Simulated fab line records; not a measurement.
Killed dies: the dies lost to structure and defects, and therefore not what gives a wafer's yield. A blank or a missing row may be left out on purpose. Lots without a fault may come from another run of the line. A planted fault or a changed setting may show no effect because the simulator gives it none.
Which tool did it? | flow nandHarc | 11 lots, 33 wafers sampled, at 5 steps of a route of 1302

WHAT THE GAUGES READ, wafer by wafer
NHARC_A_SGD_CUT_INSPECT_25. Usual: rawDefectCount at 394, with a standard deviation of 91.
lot  | measured     | on               | rawDefectCount | flag
L357 | day 19 01:50 | defectInspect-02 | 317 296 372    | 
L358 | day 19 19:42 | defectInspect-01 | 428 415 413    | 
L360 | day 21 02:55 | defectInspect-01 | 360 514 337    | 
L362 | day 21 02:55 | defectInspect-02 | 353 406 394    | 
L361 | day 21 02:56 | defectInspect-01 | 351 299 340    | 
L363 | day 22 09:31 | defectInspect-02 | 386 452 389    | 
L366 | day 23 15:45 | defectInspect-02 | 375 427 490    | 
L368 | day 23 15:54 | defectInspect-01 | 552 527 515    | 
L369 | day 24 12:25 | defectInspect-02 | 368 321 366    | 
L370 | day 24 23:51 | defectInspect-02 | 388 404 420    | 
L380 | day 29 10:08 | defectInspect-01 | 265 361 838    | 

NHARC_END_SORT_01. Usual: killedAtArray 55, standard deviation 17; killedAtOther 0.9, standard deviation 1.2; killedAtPeriphery 3.7, standard deviation 2.5; killedDies 59, standard deviation 18; killedOpen 3.4, standard deviation 1.9; killedShort 2.6, standard deviation 1.6.
lot  | measured     | on        | killedAtArray | killedAtOther | killedAtPeriphery | killedDies | killedOpen | killedShort | flag
L380 | day 34 06:31 | prober-01 | 202 34 47     | 0 1 0         | 2 1 1             | 204 36 48  | 3 3 2      | 3 3 4       | 

WHAT TOOL EACH LOT RAN ON (gives the tool, then ch and the chambers of the sampled wafers, and finally the start)
lot  | NHARC_A_SLIT_ETCH_24              | NHARC_A_SLIT_ETCH_26            | NHARC_A_SLIT_ETCH_29
L357 | rieDiel-10 ch 0,1,3, day 19 06:58 | harEtch-02 ch 0,1, day 19 11:50 | rieDiel-10 ch 0,1, day 19 12:43
L358 | rieDiel-04 ch 1,2, day 20 02:08   | harEtch-02 ch 0,1, day 20 07:56 | rieDiel-10 ch 0,2, day 20 08:49
L360 | rieDiel-10 ch 0,1,2, day 21 08:50 | harEtch-01 ch 0,1, day 21 13:54 | rieDiel-04 ch 1,2,3, day 21 14:47
L362 | rieDiel-12 ch 0,1,3, day 21 09:47 | harEtch-02 ch 0,1, day 21 14:42 | rieDiel-10 ch 0,1,2, day 21 15:32
L361 | rieDiel-12 ch 0,2,3, day 21 12:28 | harEtch-01 ch 0,1, day 21 17:49 | rieDiel-12 ch 1,2,3, day 21 18:37
L363 | rieDiel-04 ch 1,2, day 22 16:04   | harEtch-01 ch 0,1, day 23 00:28 | rieDiel-12 ch 1,3, day 23 01:21
L366 | rieDiel-04 ch 0,1,3, day 23 21:20 | harEtch-01 ch 0,1, day 24 02:07 | rieDiel-04 ch 0,3, day 24 02:59
L368 | rieDiel-12 ch 0,1,2, day 23 22:08 | harEtch-02 ch 0,1, day 24 05:36 | rieDiel-04 ch 1,3, day 24 06:28
L369 | rieDiel-12 ch 0,1,3, day 24 17:23 | harEtch-02 ch 1, day 24 22:15   | rieDiel-04 ch 1,2,3, day 24 23:13
L370 | rieDiel-10 ch 0,1, day 25 05:06   | harEtch-02 ch 0,1, day 25 09:58 | rieDiel-04 ch 1,3, day 25 10:51
L380 | rieDiel-04 ch 0,1,3, day 29 17:01 | harEtch-01 ch 0,1, day 29 21:50 | rieDiel-10 ch 0,2,3, day 29 22:41
- NHARC_A_SLIT_ETCH_24: etches the open film in CF4/CHF3, target depth 121 nm, time 60.5 s.
- NHARC_A_SLIT_ETCH_26: etches the open film in C4F8/O2/Ar, time 90 s, target depth 400 nm.
- NHARC_A_SLIT_ETCH_29: etches the open film in CF4/O2, target depth 100 nm, overetch 10 nm, time 55 s.

WHAT THE TOOLS THEMSELVES READ (means of the sampled wafers that have a number; where no wafer has one, the mark that the record gives instead)
NHARC_A_SLIT_ETCH_24. Usual: value, then standard deviation, for each; cf4FlowSccm 100.0 sccm / 0.3; drypumpMotorCurrentA 5.7 A / 0.47; oesProductAu 0.964 a.u. / 0.017; rfVppV 370.3 V / 1.8; runLengthS 81.8 s / 0.43; showerheadPlenumPTorr 1.57 Torr / 0.05; throttleValvePct 16.802 % / 0.0096.
lot  | tool       | cf4FlowSccm (sccm) | drypumpMotorCurrentA (A) | oesProductAu (a.u.) | rfVppV (V) | runLengthS (s) | showerheadPlenumPTorr (Torr) | throttleValvePct (%) | flag
L357 | rieDiel-10 | 100.0              | 5.9                      | 0.978               | 371.0      | 82.2           | 1.56                         | 16.806               | 
L358 | rieDiel-04 | 100.2              | 5.2                      | 0.970               | 370.2      | 81.5           | 1.53                         | 16.799               | 
L360 | rieDiel-10 | 100.2              | 5.6                      | 0.955               | 369.0      | 82.1           | 1.54                         | 16.799               | 
L362 | rieDiel-12 | 99.9               | 5.6                      | 0.968               | 369.2      | 81.9           | 1.56                         | 16.802               | 
L361 | rieDiel-12 | 99.9               | 5.6                      | 0.952               | 370.4      | 81.8           | 1.57                         | 16.805               | 
L363 | rieDiel-04 | 100.0              | 5.6                      | 0.960               | 371.4      | 81.6           | 1.59                         | 16.803               | 
L366 | rieDiel-04 | 99.9               | 5.9                      | 0.974               | 372.6      | 81.7           | 1.60                         | 16.793               | 
L368 | rieDiel-12 | 100.2              | 5.8                      | 0.965               | 368.8      | 81.5           | 1.54                         | 16.803               | 
L369 | rieDiel-12 | 99.8               | 5.6                      | 0.974               | 370.0      | 82.1           | 1.56                         | 16.814               | 
L370 | rieDiel-10 | 99.6               | 5.7                      | 0.965               | 368.8      | 82.4           | 1.52                         | 16.801               | 
L380 | rieDiel-04 | 100.2              | 5.9                      | 0.967               | 372.0      | 77.8           | 1.60                         | 16.812               | OFF

NHARC_A_SLIT_ETCH_26. Usual: drypumpMotorCurrentA 6.01 A, standard deviation 0.28; runLengthS 121.3 s, standard deviation 0.77; showerheadPlenumPTorr 3.73 Torr, standard deviation 0.12; throttleValvePct 27.619 %, standard deviation 0.01.
lot  | tool       | drypumpMotorCurrentA (A) | runLengthS (s) | showerheadPlenumPTorr (Torr) | throttleValvePct (%) | flag
L357 | harEtch-02 | 5.74                     | 120.6          | 3.81                         | 27.619               | 
L358 | harEtch-02 | 5.95                     | 120.6          | 3.87                         | 27.615               | 
L360 | harEtch-01 | 6.16                     | 121.9          | 3.67                         | 27.622               | 
L362 | harEtch-02 | 5.95                     | 120.7          | 3.87                         | 27.624               | 
L361 | harEtch-01 | 6.19                     | 122.3          | 3.67                         | 27.625               | 
L363 | harEtch-01 | 6.18                     | 121.9          | 3.66                         | 27.609               | 
L366 | harEtch-01 | 6.20                     | 121.9          | 3.65                         | 27.619               | 
L368 | harEtch-02 | 5.75                     | 120.7          | 3.77                         | 27.617               | 
L369 | harEtch-02 | 6.19                     | 120.6          | 3.92                         | 27.628               | 
L370 | harEtch-02 | 5.96                     | 120.6          | 3.84                         | 27.613               | 
L380 | harEtch-01 | 6.19                     | 122.2          | 3.61                         | 27.616               | 

NHARC_A_SLIT_ETCH_29. Usual: value, then standard deviation, for each; cf4FlowSccm 80.02 sccm / 0.23; drypumpMotorCurrentA 5.6 A / 0.44; oesProductAu 1.000 a.u. / 0.014; rfVppV 197.5 V / 1.2; runLengthS 76.3 s / 0.43; showerheadPlenumPTorr 1.32 Torr / 0.045; throttleValvePct 13.397 % / 0.0088.
lot  | tool       | cf4FlowSccm (sccm) | drypumpMotorCurrentA (A) | oesProductAu (a.u.) | rfVppV (V) | runLengthS (s) | showerheadPlenumPTorr (Torr) | throttleValvePct (%) | flag
L357 | rieDiel-10 | 80.01              | 5.7                      | 1.001               | 196.0      | 76.8           | 1.29                         | 13.394               | 
L358 | rieDiel-10 | 79.99              | 5.4                      | 0.982               | 197.7      | 76.4           | 1.33                         | 13.394               | 
L360 | rieDiel-04 | 80.00              | 5.6                      | 1.009               | 197.7      | 76.0           | 1.34                         | 13.401               | 
L362 | rieDiel-10 | 79.95              | 5.6                      | 0.987               | 197.7      | 76.8           | 1.31                         | 13.399               | 
L361 | rieDiel-12 | 79.94              | 5.5                      | 0.985               | 197.9      | 76.2           | 1.33                         | 13.399               | 
L363 | rieDiel-12 | 79.91              | 5.3                      | 1.000               | 198.3      | 76.4           | 1.35                         | 13.406               | 
L366 | rieDiel-04 | 79.79              | 5.8                      | 1.013               | 197.3      | 76.0           | 1.34                         | 13.391               | 
L368 | rieDiel-04 | 79.94              | 6.1                      | 1.006               | 198.5      | 75.9           | 1.38                         | 13.401               | 
L369 | rieDiel-04 | 79.93              | 5.6                      | 1.005               | 198.3      | 75.9           | 1.34                         | 13.398               | 
L370 | rieDiel-04 | 79.94              | 6.0                      | 1.009               | 198.3      | 75.6           | 1.38                         | 13.402               | 
L380 | rieDiel-10 | 80.11              | 5.8                      | 1.000               | 198.2      | 76.6           | 1.34                         | 13.394               | 

THE ANSWER, worked out from the rows above alone
Rule: take the mean of a lot's wafers that have a number; if it is more than 3 standard deviations from the usual mean, the lot is off. A lot without any number at a reading at which 4 lots or more have one is off too. Any other lot the step has rows for is counted as sound. First the gauges in route order, then the tools' own readings, where a lot's mean is used as printed above. The first step at which some lot is off is used, and at that step the reading that is off furthest; a lot without a number counts as furthest.
Off: L380 (NHARC_A_SLIT_ETCH_24, runLengthS).
A tool fits if, at that step or a process step before it, it ran every lot that is off, and no sound lot after the first of them. One fits: rieDiel-04 at NHARC_A_SLIT_ETCH_24. Its last sound lot is L366 (day 23 21:20), its first lot that is off L380 (day 29 17:01): a fault that began between those two fits.
The tool's own readings at NHARC_A_SLIT_ETCH_24 bear it out: on the lots that are off they differ by more than 5 times the standard deviation of the sound lots' means. runLengthS reads 77.8 s there against 81.9 s on the sound lots.

WHAT THE SIMULATOR HAD PUT IN
rieDiel-04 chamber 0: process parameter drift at NHARC_A_SLIT_ETCH_24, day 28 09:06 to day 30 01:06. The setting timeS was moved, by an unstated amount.
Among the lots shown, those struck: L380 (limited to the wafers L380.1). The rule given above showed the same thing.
